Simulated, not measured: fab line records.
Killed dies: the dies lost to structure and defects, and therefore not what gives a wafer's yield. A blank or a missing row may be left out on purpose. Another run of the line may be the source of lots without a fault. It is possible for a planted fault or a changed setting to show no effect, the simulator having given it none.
Struck lot and sound lot, side by side || flow n5 finfet || 35 steps out of a route of 1938
Sound: wafers L109.1, L109.3, L109.5. Struck: wafers L105.1, L105.3, L105.5. The cause is named last.
Each step with rows lists, per side, the tool, then ch with its chambers, then its first start. Under that, the readings that differ: sound wafers || struck wafers || difference of the means || sigmas: that difference in standard deviations of wafers without a fault.
alike: readings with means less than 2 such deviations apart, plus words and numbers identical on both sides. not compared: withheld readings, readings lacking a value on some wafer, bounds such as >300 that could conceal the same value, and numbers that have no deviation in the record and whose values overlap.
The two part at a step that has a row with sigmas, a row that says differs or no value, or rows on one side only. Numbers that have no deviation but don't overlap get no sigmas and don't part them. A reading missing from all wafers of one side parts the sides only when that side holds two or more wafers.

first, 8 steps without rows for these wafers: N5_BEOL_M5_ANNEAL_51 (time 90 s); N5_BEOL_M5_CMP_52 (polishes, stops on SiCOH lowk, t overpolish 6.9 s, target thk 62 nm); N5_BEOL_M5_PRE_CLEAN_77 (time 15 s); N5_BEOL_M5_CO_CAP_78 (material Co, precursor CCTBA/H2, target thk 2 nm, time 102.1 s); N5_BEOL_M5_PRE_CLEAN_55 (time 15 s); N5_BEOL_M5_DEP_56 (deposits SiCN from 3MS/NH3, target thk 8 nm, time 14 s); N5_BEOL_M6_ILD_DEP_00 (deposits SiCOH lowk from DEMS/porogen, target thk 179.75 nm, time 33.4 s); N5_BEOL_M6_CURE_74 (cures SiCOH lowk, time 240 s).
N5_BEOL_M6_PECVD_70: deposits SiO2 from TEOS/O2, target thk 20 nm, time 22.7 s.
  sound on pecvd-02 ch 1,2, day 14 13:37; struck on pecvd-04 ch 1,2, day 13 10:46
{"reading": "model.SiO2_of_BEOL_M6_PECVD_70.thk nm (nm)", "sound": "19.4 19.8 19.8", "struck": "20.4 20.8 20.8", "difference": "+1.0", "sigmas": ""}
  alike: heater power outer w, heater power w, showerhead plenum p Torr, throttle valve pct
then, 25 steps without rows for these wafers: N5_BEOL_M6_HM_DEP_02 (deposits TiN, target thk 20 nm); N5_BEOL_M6_COAT_59 (time 60 s, resist thk 100 nm); N5_BEOL_M6_COAT_60 (time 60 s, resist thk 35 nm); N5_BEOL_M6_COAT_05 (resist thk 90 nm); N5_BEOL_M6_EBR_07; N5_BEOL_M6_SOFTBAKE_06 (time 60 s); N5_BEOL_M6_EXPOSE_08 (exposes mask M6); N5_BEOL_M6_PEB_09 (peb time 60 s); N5_BEOL_M6_DEVELOP_10 (develop time 30 s); N5_BEOL_M6_DESCUM_16 (chemistry O2, time 7.9 s); N5_BEOL_M6_ETCH_61 (etches SiARC in CF4, target depth 45.5 nm, time 75.8 s); N5_BEOL_M6_ETCH_62 (etches SOC in N2/H2, target depth 110 nm, overetch 22 nm, time 165 s); N5_BEOL_M6_STRIP_68 (strips in N2/H2); N5_BEOL_M6_STRIP_67 (strips in CF4); N5_BEOL_M6_HM_OPEN_17 (chemistry Cl2/BCl3, target TiN, target depth 20 nm, overetch 6 nm); N5_BEOL_M6_STRIP_19 (strips in O2); N5_BEOL_M6_COAT_63 (time 60 s, resist thk 60 nm); N5_BEOL_M6_COAT_64 (time 60 s, resist thk 12 nm); N5_BEOL_M6_COAT_71 (time 60 s, resist thk 5 nm); N5_BEOL_M6_COAT_22 (resist thk 30 nm); N5_BEOL_M6_EBR_24; N5_BEOL_M6_SOFTBAKE_23 (time 60 s); N5_BEOL_M6_EXPOSE_25 (exposes mask V5, target cd 40 nm); N5_BEOL_M6_PEB_26 (peb time 60 s); N5_BEOL_M6_DEVELOP_27 (develop time 30 s).
N5_BEOL_M6_HM_STRIP_39: strips TiN in peroxide tin strip, target depth 25 nm, time 158 s.
  sound on wet bench-04 ch 1,4,7, day 14 19:08; struck on wet bench-02 ch 4,6,7, day 13 13:53
{"reading": "model.SiO2_of_BEOL_M6_PECVD_70.thk nm (nm)", "sound": "19.4 19.6 19.6", "struck": "20.2 20.6 20.8", "difference": "+1.0", "sigmas": ""}

WHERE THEY PART
Nowhere in this record.

WHY: what the simulator had put in
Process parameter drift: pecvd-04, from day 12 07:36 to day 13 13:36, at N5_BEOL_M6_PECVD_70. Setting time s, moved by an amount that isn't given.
